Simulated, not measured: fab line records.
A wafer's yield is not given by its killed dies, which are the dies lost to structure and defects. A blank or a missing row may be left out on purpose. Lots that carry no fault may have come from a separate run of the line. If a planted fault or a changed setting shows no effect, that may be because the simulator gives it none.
fab line records / flow nand_harc / part 2 of 2: steps 23 to 34 of 34
[record] lots = 5 wafers = 15 last_day = 33
route steps=1302 shown P_GATE@145
lots with no fault: from the same line, run without faults
start_h: start of the lot's first displayed wafer, in hours after the record's first day / wait_h: how many hours have passed since the lot's step before this one / " identical to the entry in the row above / L1.1+2: one row covering several wafers at once / - value missing, or start not given / * or withheld: withheld / < > ~ a bound
route shown NAME@n: names a module that has steps shown in the file, with the first one's number in the route / usual: the fault-free wafers' mean and standard deviation / same: alike in all rows / chamber/n: place in a boat / sites: readings site by site / _std_site: how widely they spread, as a standard deviation / _edge_site: inner sites' mean taken away from outer sites' mean / radius_mm: for every site, how far away it sits from the centre of the wafer / mask NAME#n: copy n / behind: the tool/chamber that last shaped the wafer / hold: the reason the lot was held/the length of the hold in hours/how it ended / device: whichever transistor did not switch (one of n, p or np) / end of line: tests run on the same wafers once the route is complete / a step without rows: its recipe alone / killed: dies that structure and defects cost at the first sort, which is not the same as the wafer's yield / map: dies across one wafer; x = killed, . = not, _ = none there
set.NAME: the setting that was run; set.NAME@STEP: the one run at that earlier step / model.NAME: the simulator's own value behind a step, which no gauge read
a table for each step, a row for each wafer; lots at some steps of the route
services: when a tool's chamber went out of use (start_h, in hours from the record's first day, below 0 if earlier), for how many hours, and the reason
[[steps]]
[step NHARC_P_GATE_EXPOSE_43]
[recipe] na = 0.6 target_cd_nm = 720 dose_mj = 14.81 mask_id = P_NSD
[usual] focus_offset_nm = -0.1/0.57
lot.wafer=L079.2 tool=krf_scanner-01 chamber=0 start_h=221.79 wait_h=- mask=P_NSD#0 focus_offset_nm=0.4
lot.wafer=L079.4 tool=krf_scanner-01 chamber=0 start_h=221.79 wait_h=- mask=P_NSD#0 focus_offset_nm=-1.3
lot.wafer=L079.6 tool=krf_scanner-01 chamber=0 start_h=221.79 wait_h=- mask=P_NSD#0 focus_offset_nm=-0.1
lot.wafer=L086.2 tool=krf_scanner-01 chamber=0 start_h=228.34 wait_h=- mask=P_NSD#0 focus_offset_nm=-0.8
lot.wafer=L086.5 tool=krf_scanner-01 chamber=0 start_h=228.34 wait_h=- mask=P_NSD#0 focus_offset_nm=-0.7
lot.wafer=L086.6 tool=krf_scanner-01 chamber=0 start_h=228.34 wait_h=- mask=P_NSD#0 focus_offset_nm=-0.5
lot.wafer=L090.2 tool=krf_scanner-01 chamber=0 start_h=267.55 wait_h=- mask=P_NSD#0 focus_offset_nm=0.3
lot.wafer=L090.4 tool=krf_scanner-01 chamber=0 start_h=267.55 wait_h=- mask=P_NSD#0 focus_offset_nm=0.1
lot.wafer=L090.6 tool=krf_scanner-01 chamber=0 start_h=267.55 wait_h=- mask=P_NSD#0 focus_offset_nm=-0.2
lot.wafer=L095.2 tool=krf_scanner-01 chamber=0 start_h=326.01 wait_h=- mask=P_NSD#0 focus_offset_nm=-0.3
lot.wafer=L095.4 tool=krf_scanner-01 chamber=0 start_h=326.01 wait_h=- mask=P_NSD#0 focus_offset_nm=-0.5
lot.wafer=L095.6 tool=krf_scanner-01 chamber=0 start_h=326.01 wait_h=- mask=P_NSD#0 focus_offset_nm=-0.3
lot.wafer=L096.1 tool=krf_scanner-01 chamber=0 start_h=332.17 wait_h=- mask=P_NSD#0 focus_offset_nm=-0.1
lot.wafer=L096.2 tool=krf_scanner-01 chamber=0 start_h=332.17 wait_h=- mask=P_NSD#0 focus_offset_nm=0.0
lot.wafer=L096.4 tool=krf_scanner-01 chamber=0 start_h=332.17 wait_h=- mask=P_NSD#0 focus_offset_nm=0.1
[step NHARC_P_GATE_PEB_44]
[recipe] peb_temp_c = 118 peb_time_s = 85
lot.wafer=L079.2+4+6 tool=litho_track-03 chamber=0 start_h=221.85 wait_h=0.1
lot.wafer=L086.2+5+6 tool=litho_track-03 chamber=0 start_h=228.40 wait_h=0.1
lot.wafer=L090.2+4+6 tool=litho_track-07 chamber=0 start_h=267.62 wait_h=0.1
lot.wafer=L095.2+4+6 tool=litho_track-07 chamber=0 start_h=326.07 wait_h=0.1
lot.wafer=L096.1+2+4 tool=litho_track-03 chamber=0 start_h=332.23 wait_h=0.1
[step NHARC_P_GATE_DEVELOP_45]
[recipe] time_s = 70
[same] time_s = 70
lot.wafer=L079.2+4+6 tool=litho_track-03 chamber=0 start_h=- wait_h=-
lot.wafer=L086.2+5+6 tool=litho_track-03 chamber=0 start_h=- wait_h=-
lot.wafer=L090.2+4+6 tool=litho_track-07 chamber=0 start_h=- wait_h=-
lot.wafer=L095.2+4+6 tool=litho_track-07 chamber=0 start_h=- wait_h=-
lot.wafer=L096.1+2+4 tool=litho_track-03 chamber=0 start_h=- wait_h=-
[step NHARC_P_GATE_CD_MEAS_46]
[recipe] target_cd_nm = 720 landing_energy_ev = 500
[usual] cd_nm = 721.6/2.6
[same] landing_energy_ev = 500
lot.wafer=L079.2 tool=cd_sem-01 chamber=0 start_h=221.94 wait_h=- cd_nm=725.3
lot.wafer=L079.4 tool=cd_sem-01 chamber=0 start_h=221.94 wait_h=- cd_nm=724.2
lot.wafer=L079.6 tool=cd_sem-01 chamber=0 start_h=221.94 wait_h=- cd_nm=723.6
lot.wafer=L086.2 tool=cd_sem-03 chamber=0 start_h=228.50 wait_h=- cd_nm=723.9
lot.wafer=L086.5 tool=cd_sem-03 chamber=0 start_h=228.50 wait_h=- cd_nm=724.6
lot.wafer=L086.6 tool=cd_sem-03 chamber=0 start_h=228.50 wait_h=- cd_nm=725.2
lot.wafer=L090.2 tool=cd_sem-02 chamber=0 start_h=267.71 wait_h=- cd_nm=719.5
lot.wafer=L090.4 tool=cd_sem-02 chamber=0 start_h=267.71 wait_h=- cd_nm=720.0
lot.wafer=L090.6 tool=cd_sem-02 chamber=0 start_h=267.71 wait_h=- cd_nm=720.7
lot.wafer=L095.2 tool=cd_sem-03 chamber=0 start_h=326.17 wait_h=- cd_nm=721.4
lot.wafer=L095.4 tool=cd_sem-03 chamber=0 start_h=326.17 wait_h=- cd_nm=720.9
lot.wafer=L095.6 tool=cd_sem-03 chamber=0 start_h=326.17 wait_h=- cd_nm=721.2
lot.wafer=L096.1 tool=cd_sem-02 chamber=0 start_h=332.32 wait_h=- cd_nm=724.2
lot.wafer=L096.2 tool=cd_sem-02 chamber=0 start_h=332.32 wait_h=- cd_nm=721.8
lot.wafer=L096.4 tool=cd_sem-02 chamber=0 start_h=332.32 wait_h=- cd_nm=724.2
[step NHARC_P_GATE_HARDBAKE_47]
[recipe] temp_c = 125 time_s = 80
[same] time_s = 80
lot.wafer=L079.2+4+6 tool=litho_track-05 chamber=0 start_h=222.02 wait_h=-
lot.wafer=L086.2+5+6 tool=litho_track-03 chamber=0 start_h=228.58 wait_h=-
lot.wafer=L090.2+4+6 tool=litho_track-05 chamber=0 start_h=267.79 wait_h=-
lot.wafer=L095.2+4+6 tool=litho_track-03 chamber=0 start_h=326.25 wait_h=-
lot.wafer=L096.1+2+4 tool=litho_track-05 chamber=0 start_h=332.40 wait_h=-
[step NHARC_P_GATE_DESCUM_48]
[recipe] time_s = 3 o2_flow_sccm = 200 ar_flow_sccm = 0 bias_power_w = 0 chemistry = O2
[usual] drypump_motor_current_A = 5.8/0.46 oes_product_au = 0.999/0.0094 rf_vpp_V = 57.7/0.83 showerhead_plenum_p_Torr = 1.89/0.072 throttle_valve_pct = 11.310/0.009
[same] time_s = 3
lot.wafer=L079.2 tool=rie_diel-09 chamber=1 start_h=222.10 wait_h=- drypump_motor_current_A=5.2 oes_product_au=1.003 rf_hours_counter_h=2 rf_vpp_V=57.1 showerhead_plenum_p_Torr=1.87 throttle_valve_pct=11.316
lot.wafer=L079.6 tool=rie_diel-09 chamber=1 start_h=222.10 wait_h=- drypump_motor_current_A=5.2 oes_product_au=1.007 rf_hours_counter_h=- rf_vpp_V=58.3 showerhead_plenum_p_Torr=1.87 throttle_valve_pct=11.311
lot.wafer=L079.4 tool=rie_diel-09 chamber=0 start_h=222.10 wait_h=- drypump_motor_current_A=6.2 oes_product_au=1.002 rf_hours_counter_h=- rf_vpp_V=56.2 showerhead_plenum_p_Torr=1.78 throttle_valve_pct=11.316
lot.wafer=L086.2 tool=rie_diel-11 chamber=1 start_h=228.67 wait_h=- drypump_motor_current_A=5.6 oes_product_au=1.002 rf_hours_counter_h=7 rf_vpp_V=56.6 showerhead_plenum_p_Torr=1.78 throttle_valve_pct=11.299
lot.wafer=L086.5 tool=rie_diel-11 chamber=0 start_h=228.67 wait_h=- drypump_motor_current_A=5.8 oes_product_au=0.988 rf_hours_counter_h=- rf_vpp_V=58.7 showerhead_plenum_p_Torr=1.97 throttle_valve_pct=11.301
lot.wafer=L086.6 tool=rie_diel-11 chamber=1 start_h=228.67 wait_h=- drypump_motor_current_A=5.6 oes_product_au=0.994 rf_hours_counter_h=- rf_vpp_V=58.2 showerhead_plenum_p_Torr=1.78 throttle_valve_pct=11.319
lot.wafer=L090.2 tool=rie_diel-11 chamber=0 start_h=267.87 wait_h=- drypump_motor_current_A=5.8 oes_product_au=0.994 rf_hours_counter_h=0 rf_vpp_V=56.6 showerhead_plenum_p_Torr=1.97 throttle_valve_pct=11.306
lot.wafer=L090.4 tool=rie_diel-11 chamber=2 start_h=267.87 wait_h=- drypump_motor_current_A=5.4 oes_product_au=0.984 rf_hours_counter_h=0 rf_vpp_V=57.7 showerhead_plenum_p_Torr=1.88 throttle_valve_pct=11.311
lot.wafer=L090.6 tool=rie_diel-11 chamber=1 start_h=267.87 wait_h=- drypump_motor_current_A=5.5 oes_product_au=0.988 rf_hours_counter_h=- rf_vpp_V=56.3 showerhead_plenum_p_Torr=1.78 throttle_valve_pct=11.310
lot.wafer=L095.2 tool=rie_diel-05 chamber=2 start_h=326.33 wait_h=- drypump_motor_current_A=5.0 oes_product_au=1.002 rf_hours_counter_h=5 rf_vpp_V=57.0 showerhead_plenum_p_Torr=1.89 throttle_valve_pct=11.311
lot.wafer=L095.4 tool=rie_diel-05 chamber=3 start_h=326.33 wait_h=- drypump_motor_current_A=6.1 oes_product_au=0.986 rf_hours_counter_h=6 rf_vpp_V=58.0 showerhead_plenum_p_Torr=1.80 throttle_valve_pct=11.323
lot.wafer=L095.6 tool=rie_diel-05 chamber=3 start_h=326.33 wait_h=- drypump_motor_current_A=6.1 oes_product_au=0.988 rf_hours_counter_h=- rf_vpp_V=57.0 showerhead_plenum_p_Torr=1.80 throttle_valve_pct=11.320
lot.wafer=L096.1 tool=rie_diel-05 chamber=0 start_h=332.50 wait_h=- drypump_motor_current_A=6.0 oes_product_au=1.002 rf_hours_counter_h=6 rf_vpp_V=57.6 showerhead_plenum_p_Torr=1.96 throttle_valve_pct=11.312
lot.wafer=L096.2 tool=rie_diel-05 chamber=1 start_h=332.50 wait_h=- drypump_motor_current_A=5.5 oes_product_au=1.010 rf_hours_counter_h=5 rf_vpp_V=58.5 showerhead_plenum_p_Torr=1.94 throttle_valve_pct=11.303
lot.wafer=L096.4 tool=rie_diel-05 chamber=2 start_h=332.50 wait_h=- drypump_motor_current_A=5.0 oes_product_au=1.006 rf_hours_counter_h=5 rf_vpp_V=58.2 showerhead_plenum_p_Torr=1.89 throttle_valve_pct=11.318
[step NHARC_P_GATE_IMPLANT_49]
[recipe] energy_kev = 30 dose_cm2 = 3e+15 tilt_deg = 7
[usual] faraday_current_uA = 12442/440
lot.wafer=L079.2 tool=implanter-02 chamber=0 start_h=222.30 wait_h=0.2 faraday_current_uA=12806
lot.wafer=L079.4 tool=implanter-02 chamber=0 start_h=222.30 wait_h=0.2 faraday_current_uA=12779
lot.wafer=L079.6 tool=implanter-02 chamber=0 start_h=222.30 wait_h=0.2 faraday_current_uA=12972
lot.wafer=L086.2 tool=implanter-02 chamber=0 start_h=228.84 wait_h=0.2 faraday_current_uA=12522
lot.wafer=L086.5 tool=implanter-02 chamber=0 start_h=228.84 wait_h=0.2 faraday_current_uA=12278
lot.wafer=L086.6 tool=implanter-02 chamber=0 start_h=228.84 wait_h=0.2 faraday_current_uA=13266
lot.wafer=L090.2 tool=implanter-02 chamber=0 start_h=268.04 wait_h=0.2 faraday_current_uA=12144
lot.wafer=L090.4 tool=implanter-02 chamber=0 start_h=268.04 wait_h=0.2 faraday_current_uA=12414
lot.wafer=L090.6 tool=implanter-02 chamber=0 start_h=268.04 wait_h=0.2 faraday_current_uA=12789
lot.wafer=L095.2 tool=implanter-01 chamber=0 start_h=326.50 wait_h=0.2 faraday_current_uA=11453
lot.wafer=L095.4 tool=implanter-01 chamber=0 start_h=326.50 wait_h=0.2 faraday_current_uA=11929
lot.wafer=L095.6 tool=implanter-01 chamber=0 start_h=326.50 wait_h=0.2 faraday_current_uA=12084
lot.wafer=L096.1 tool=implanter-02 chamber=0 start_h=332.64 wait_h=0.1 faraday_current_uA=12729
lot.wafer=L096.2 tool=implanter-02 chamber=0 start_h=332.64 wait_h=0.1 faraday_current_uA=12534
lot.wafer=L096.4 tool=implanter-02 chamber=0 start_h=332.64 wait_h=0.1 faraday_current_uA=12862
[step NHARC_P_GATE_STRIP_111]
[recipe] power_w = 1500 temp_c = 110 time_s = 250 chemistry = N2/H2
[usual] drypump_motor_current_A = 5.83/0.28 heater_power_w = 89/6.7
[same] time_s = 250
lot.wafer=L079.2 tool=plasma_asher-02 chamber=1 start_h=222.49 wait_h=0.2 drypump_motor_current_A=5.50 heater_power_w=94 rf_hours_counter_h=29
lot.wafer=L079.4 tool=plasma_asher-02 chamber=1 start_h=222.49 wait_h=0.2 drypump_motor_current_A=5.52 heater_power_w=96 rf_hours_counter_h=-
lot.wafer=L079.6 tool=plasma_asher-02 chamber=0 start_h=222.49 wait_h=0.2 drypump_motor_current_A=5.62 heater_power_w=100 rf_hours_counter_h=-
lot.wafer=L086.2 tool=plasma_asher-01 chamber=0 start_h=229.08 wait_h=0.2 drypump_motor_current_A=5.77 heater_power_w=82 rf_hours_counter_h=13
lot.wafer=L086.5 tool=plasma_asher-01 chamber=1 start_h=229.08 wait_h=0.2 drypump_motor_current_A=6.23 heater_power_w=90 rf_hours_counter_h=-
lot.wafer=L086.6 tool=plasma_asher-01 chamber=0 start_h=229.08 wait_h=0.2 drypump_motor_current_A=5.80 heater_power_w=81 rf_hours_counter_h=-
lot.wafer=L090.2 tool=plasma_asher-01 chamber=0 start_h=268.24 wait_h=0.2 drypump_motor_current_A=5.78 heater_power_w=79 rf_hours_counter_h=24
lot.wafer=L090.4 tool=plasma_asher-01 chamber=0 start_h=268.24 wait_h=0.2 drypump_motor_current_A=5.81 heater_power_w=78 rf_hours_counter_h=-
lot.wafer=L090.6 tool=plasma_asher-01 chamber=0 start_h=268.24 wait_h=0.2 drypump_motor_current_A=5.80 heater_power_w=81 rf_hours_counter_h=-
lot.wafer=L095.2 tool=plasma_asher-01 chamber=0 start_h=326.69 wait_h=0.2 drypump_motor_current_A=5.79 heater_power_w=80 rf_hours_counter_h=35
lot.wafer=L095.4 tool=plasma_asher-01 chamber=0 start_h=326.69 wait_h=0.2 drypump_motor_current_A=5.80 heater_power_w=81 rf_hours_counter_h=-
lot.wafer=L095.6 tool=plasma_asher-01 chamber=1 start_h=326.69 wait_h=0.2 drypump_motor_current_A=6.25 heater_power_w=90 rf_hours_counter_h=-
lot.wafer=L096.1 tool=plasma_asher-02 chamber=0 start_h=332.86 wait_h=0.2 drypump_motor_current_A=5.67 heater_power_w=91 rf_hours_counter_h=14
lot.wafer=L096.2 tool=plasma_asher-02 chamber=1 start_h=332.86 wait_h=0.2 drypump_motor_current_A=5.52 heater_power_w=91 rf_hours_counter_h=14
lot.wafer=L096.4 tool=plasma_asher-02 chamber=1 start_h=332.86 wait_h=0.2 drypump_motor_current_A=5.51 heater_power_w=93 rf_hours_counter_h=-
[step NHARC_P_GATE_STRIP_75]
[recipe] power_w = 1500 temp_c = 250 chemistry = O2
[usual] drypump_motor_current_A = 5.84/0.28 heater_power_w = 336/25
lot.wafer=L079.2 tool=plasma_asher-02 chamber=1 start_h=222.80 wait_h=0.3 drypump_motor_current_A=5.52 heater_power_w=352 rf_hours_counter_h=29
lot.wafer=L079.4 tool=plasma_asher-02 chamber=1 start_h=222.80 wait_h=0.3 drypump_motor_current_A=5.50 heater_power_w=362 rf_hours_counter_h=-
lot.wafer=L079.6 tool=plasma_asher-02 chamber=0 start_h=222.80 wait_h=0.3 drypump_motor_current_A=5.66 heater_power_w=371 rf_hours_counter_h=-
lot.wafer=L086.2 tool=plasma_asher-01 chamber=0 start_h=229.35 wait_h=0.2 drypump_motor_current_A=5.81 heater_power_w=301 rf_hours_counter_h=13
lot.wafer=L086.5 tool=plasma_asher-01 chamber=1 start_h=229.35 wait_h=0.2 drypump_motor_current_A=6.26 heater_power_w=340 rf_hours_counter_h=-
lot.wafer=L086.6 tool=plasma_asher-01 chamber=0 start_h=229.35 wait_h=0.2 drypump_motor_current_A=5.77 heater_power_w=298 rf_hours_counter_h=-
lot.wafer=L090.2 tool=plasma_asher-01 chamber=0 start_h=268.54 wait_h=0.3 drypump_motor_current_A=5.77 heater_power_w=300 rf_hours_counter_h=24
lot.wafer=L090.4 tool=plasma_asher-01 chamber=0 start_h=268.54 wait_h=0.3 drypump_motor_current_A=5.78 heater_power_w=297 rf_hours_counter_h=-
lot.wafer=L090.6 tool=plasma_asher-01 chamber=0 start_h=268.54 wait_h=0.3 drypump_motor_current_A=5.78 heater_power_w=303 rf_hours_counter_h=-
lot.wafer=L095.2 tool=plasma_asher-01 chamber=0 start_h=327.00 wait_h=0.3 drypump_motor_current_A=5.76 heater_power_w=304 rf_hours_counter_h=35
lot.wafer=L095.4 tool=plasma_asher-01 chamber=0 start_h=327.00 wait_h=0.3 drypump_motor_current_A=5.79 heater_power_w=303 rf_hours_counter_h=-
lot.wafer=L095.6 tool=plasma_asher-01 chamber=1 start_h=327.00 wait_h=0.3 drypump_motor_current_A=6.23 heater_power_w=325 rf_hours_counter_h=-
lot.wafer=L096.1 tool=plasma_asher-02 chamber=0 start_h=333.16 wait_h=0.2 drypump_motor_current_A=5.67 heater_power_w=335 rf_hours_counter_h=14
lot.wafer=L096.2 tool=plasma_asher-02 chamber=1 start_h=333.16 wait_h=0.2 drypump_motor_current_A=5.52 heater_power_w=335 rf_hours_counter_h=14
lot.wafer=L096.4 tool=plasma_asher-02 chamber=1 start_h=333.16 wait_h=0.2 drypump_motor_current_A=5.49 heater_power_w=335 rf_hours_counter_h=-
[step NHARC_P_GATE_STRIP_50]
[recipe] time_s = 900 temp_c = 130 chemistry = SPM
[usual] bath_heat_duty_pct = 14.5/1.6
[same] time_s = 900
lot.wafer=L079.4 tool=wet_bench-01 chamber=5 start_h=222.96 wait_h=0.1 bath_heat_duty_pct=17.3
lot.wafer=L079.2 tool=wet_bench-01 chamber=6 start_h=222.96 wait_h=0.1 bath_heat_duty_pct=14.0
lot.wafer=L079.6 tool=wet_bench-01 chamber=7 start_h=222.96 wait_h=0.1 bath_heat_duty_pct=16.9
lot.wafer=L086.6 tool=wet_bench-05 chamber=0 start_h=229.50 wait_h=0.1 bath_heat_duty_pct=17.5
lot.wafer=L086.5 tool=wet_bench-05 chamber=1 start_h=229.50 wait_h=0.1 bath_heat_duty_pct=14.9
lot.wafer=L086.2 tool=wet_bench-05 chamber=2 start_h=229.50 wait_h=0.1 bath_heat_duty_pct=16.4
lot.wafer=L090.2 tool=wet_bench-01 chamber=7 start_h=268.70 wait_h=0.2 bath_heat_duty_pct=15.7
lot.wafer=L090.4 tool=wet_bench-01 chamber=1 start_h=268.70 wait_h=0.2 bath_heat_duty_pct=13.2
lot.wafer=L090.6 tool=wet_bench-01 chamber=2 start_h=268.70 wait_h=0.2 bath_heat_duty_pct=11.2
lot.wafer=L095.2 tool=wet_bench-01 chamber=3 start_h=327.14 wait_h=0.1 bath_heat_duty_pct=12.4
lot.wafer=L095.6 tool=wet_bench-01 chamber=7 start_h=327.14 wait_h=0.1 bath_heat_duty_pct=16.0
lot.wafer=L095.4 tool=wet_bench-01 chamber=0 start_h=327.14 wait_h=0.1 bath_heat_duty_pct=16.4
lot.wafer=L096.1 tool=wet_bench-01 chamber=3 start_h=333.31 wait_h=0.1 bath_heat_duty_pct=12.8
lot.wafer=L096.4 tool=wet_bench-01 chamber=4 start_h=333.31 wait_h=0.1 bath_heat_duty_pct=13.8
lot.wafer=L096.2 tool=wet_bench-01 chamber=6 start_h=333.31 wait_h=0.1 bath_heat_duty_pct=14.1
[step NHARC_P_GATE_DEHYDRATE_51]
[recipe] temp_c = 150 time_s = 120
[same] time_s = 120
lot.wafer=L079.2+4+6 tool=litho_track-03 chamber=0 start_h=223.30 wait_h=-
lot.wafer=L086.2+5+6 tool=litho_track-07 chamber=0 start_h=229.84 wait_h=-
lot.wafer=L090.2+4+6 tool=litho_track-03 chamber=0 start_h=269.09 wait_h=-
lot.wafer=L095.2+4+6 tool=litho_track-03 chamber=0 start_h=327.54 wait_h=-
lot.wafer=L096.1+2+4 tool=litho_track-03 chamber=0 start_h=333.71 wait_h=-
[step NHARC_P_GATE_HMDS_52]
[recipe] time_s = 30
[same] time_s = 30
lot.wafer=L079.2+4+6 tool=litho_track-03 chamber=0 start_h=- wait_h=-
lot.wafer=L086.2+5+6 tool=litho_track-07 chamber=0 start_h=- wait_h=-
lot.wafer=L090.2+4+6 tool=litho_track-03 chamber=0 start_h=- wait_h=-
lot.wafer=L095.2+4+6 tool=litho_track-03 chamber=0 start_h=- wait_h=-
lot.wafer=L096.1+2+4 tool=litho_track-03 chamber=0 start_h=- wait_h=-
[[services]]
tool=rie_diel-11 chamber=- start_h=190.99 hours=0.2 kind=repair
tool=wet_bench-03 chamber=- start_h=210.42 hours=8.0 kind=pm
tool=rie_diel-09 chamber=2 start_h=218.31 hours=4.3 kind=repair
tool=implanter-02 chamber=- start_h=224.43 hours=2.4 kind=repair
tool=rie_diel-05 chamber=- start_h=229.60 hours=9.0 kind=pm
tool=implanter-02 chamber=- start_h=232.90 hours=0.7 kind=repair
tool=plasma_asher-02 chamber=- start_h=249.14 hours=9.0 kind=pm
tool=litho_track-07 chamber=- start_h=251.00 hours=7.0 kind=pm
tool=rie_diel-11 chamber=1 start_h=251.20 hours=16.6 kind=repair
tool=rie_diel-11 chamber=0 start_h=252.89 hours=5.0 kind=repair
tool=rie_diel-11 chamber=- start_h=255.91 hours=9.0 kind=pm
tool=wet_bench-05 chamber=- start_h=260.80 hours=8.0 kind=pm
tool=rie_diel-09 chamber=- start_h=267.33 hours=0.4 kind=repair
tool=rie_diel-09 chamber=2 start_h=270.28 hours=1.5 kind=repair
tool=implanter-02 chamber=- start_h=272.81 hours=0.5 kind=repair
tool=litho_track-03 chamber=- start_h=275.00 hours=7.0 kind=pm
tool=wet_bench-01 chamber=- start_h=277.60 hours=8.0 kind=pm
tool=rie_diel-11 chamber=0 start_h=283.12 hours=16.4 kind=repair
tool=rie_diel-11 chamber=1 start_h=288.76 hours=28.3 kind=repair
tool=litho_track-05 chamber=- start_h=299.00 hours=7.0 kind=pm
tool=rie_diel-09 chamber=0 start_h=299.55 hours=9.3 kind=repair
tool=krf_scanner-01 chamber=- start_h=312.00 hours=4.0 kind=pm
tool=rie_diel-09 chamber=3 start_h=312.31 hours=14.7 kind=repair
tool=rie_diel-09 chamber=- start_h=320.11 hours=9.0 kind=pm
